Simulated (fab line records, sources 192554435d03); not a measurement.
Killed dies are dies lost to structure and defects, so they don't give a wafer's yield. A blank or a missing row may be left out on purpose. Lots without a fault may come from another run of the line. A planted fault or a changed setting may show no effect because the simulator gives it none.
Split-lot experiment | flow n5_finfet | 7 lots, 39 wafers read, on a route of 1938 steps

THE SPLIT
At N5_SD_EPI_P_EPI_21 (deposits SiGe:B, time 355 s), the setting epi_growth_time_s was moved away from the recipe's 355 s on 12 of the 39 wafers read, by -7.5% to +10.9%. The other wafers ran this setting at the recipe's value.

The reading is taken at the split's own step.

THE READING
SiGe-B_of_SD_EPI_P_EPI_21.thk_nm (the simulator's own value, which no gauge read), in nm, at N5_SD_EPI_P_EPI_21 (deposits SiGe:B, time 355 s). The file gives no usual value for it. The 27 wafers here that ran the recipe average 61.4 nm, standard deviation 0.65 nm.

wafer  | tool, chamber at the split | epi_growth_time_s as run, s | against the recipe | SiGe-B_of_SD_EPI_P_EPI_21.thk_nm, nm | against lot-mates on the recipe
L077.1 | epi_rpcvd-03, 0            | 355                         | recipe             | 61.6                                 | -
L077.2 | epi_rpcvd-03, 0            | 355                         | recipe             | 61.6                                 | -
L077.3 | epi_rpcvd-03, 0            | 355                         | recipe             | 61.6                                 | -
L077.4 | epi_rpcvd-03, 0            | 355                         | recipe             | 62.2                                 | -
L077.5 | epi_rpcvd-03, 0            | 355                         | recipe             | 61                                   | -
L077.6 | epi_rpcvd-03, 0            | 355                         | recipe             | 61.8                                 | -
L081.1 | epi_rpcvd-02, 0            | 328.2                       | -7.5%              | 57.6                                 | -3.3
L081.2 | epi_rpcvd-02, 0            | 355                         | recipe             | 61                                   | -
L081.3 | epi_rpcvd-02, 0            | 355                         | recipe             | 61.6                                 | -
L081.4 | epi_rpcvd-02, 0            | 328.2                       | -7.5%              | 57.4                                 | -3.5
L081.5 | epi_rpcvd-02, 0            | 328.2                       | -7.5%              | 57.8                                 | -3.1
L081.6 | epi_rpcvd-02, 0            | 355                         | recipe             | 60.2                                 | -
L084.1 | epi_rpcvd-01, 0            | 355                         | recipe             | 61.2                                 | -
L084.4 | epi_rpcvd-01, 0            | 355                         | recipe             | 61.2                                 | -
L084.2 | epi_rpcvd-01, 0            | 355                         | recipe             | 60.2                                 | -
L084.5 | epi_rpcvd-01, 0            | 355                         | recipe             | 60.2                                 | -
L084.3 | epi_rpcvd-01, 0            | 355                         | recipe             | 60.8                                 | -
L084.6 | epi_rpcvd-01, 0            | 355                         | recipe             | 60.8                                 | -
L085.1 | epi_rpcvd-02, 0            | 355                         | recipe             | 61.8                                 | -
L085.4 | epi_rpcvd-02, 0            | 355                         | recipe             | 60.8                                 | -
L085.6 | epi_rpcvd-02, 0            | 355                         | recipe             | 60.6                                 | -
L091.1 | epi_rpcvd-03, 0            | 375.5                       | +5.8%              | 64.2                                 | +2.6
L091.2 | epi_rpcvd-03, 0            | 375.5                       | +5.8%              | 63.8                                 | +2.2
L091.3 | epi_rpcvd-03, 0            | 355                         | recipe             | 61.6                                 | -
L091.4 | epi_rpcvd-03, 0            | 375.5                       | +5.8%              | 63.2                                 | +1.6
L091.5 | epi_rpcvd-03, 0            | 355                         | recipe             | 62                                   | -
L091.6 | epi_rpcvd-03, 0            | 355                         | recipe             | 61.2                                 | -
L096.1 | epi_rpcvd-01, 0            | 393.7                       | +10.9%             | 66.2                                 | +4.4
L096.2 | epi_rpcvd-01, 0            | 355                         | recipe             | 60.8                                 | -
L096.3 | epi_rpcvd-01, 0            | 393.7                       | +10.9%             | 66.6                                 | +4.8
L096.4 | epi_rpcvd-01, 0            | 393.7                       | +10.9%             | 66.6                                 | +4.8
L096.5 | epi_rpcvd-01, 0            | 355                         | recipe             | 62.4                                 | -
L096.6 | epi_rpcvd-01, 0            | 355                         | recipe             | 62.2                                 | -
L097.1 | epi_rpcvd-01, 0            | 355                         | recipe             | 62                                   | -
L097.2 | epi_rpcvd-01, 0            | 355                         | recipe             | 61.8                                 | -
L097.3 | epi_rpcvd-01, 0            | 355                         | recipe             | 62.4                                 | -
L097.4 | epi_rpcvd-01, 0            | 375.5                       | +5.8%              | 64.6                                 | +2.5
L097.5 | epi_rpcvd-01, 0            | 375.5                       | +5.8%              | 64.4                                 | +2.3
L097.6 | epi_rpcvd-01, 0            | 375.5                       | +5.8%              | 64.8                                 | +2.7

THE FIT
A straight line over all 39 wafers: SiGe-B_of_SD_EPI_P_EPI_21.thk_nm changes by +0.481 nm for each +1% of epi_growth_time_s; r = +0.96; the points scatter about the line by 0.6 nm.
The same after taking each lot's own level away (the mean of its wafers on the recipe; 39 wafers): +0.426 nm for each +1%; r = +0.97; scatter 0.43 nm.
On that fit, the largest move of epi_growth_time_s shifts the reading by 4.6 nm.
The lots' own levels span 60.73 to 62.07 nm, that is 2.0 times the standard deviation above.
So the lot-to-lot level changes the slope: the two fits differ.
Check: with one of the wafers moved furthest among these (+10.9%) left out of the fit, the line predicts +4.66 nm for it against its lot-mates. It came out at +4.4 nm against them.

THE FILE'S OWN FIT
SiGe-B_of_SD_EPI_P_EPI_21.thk_nm changes by +0.425 nm for each +1% of epi_growth_time_s, r = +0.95.
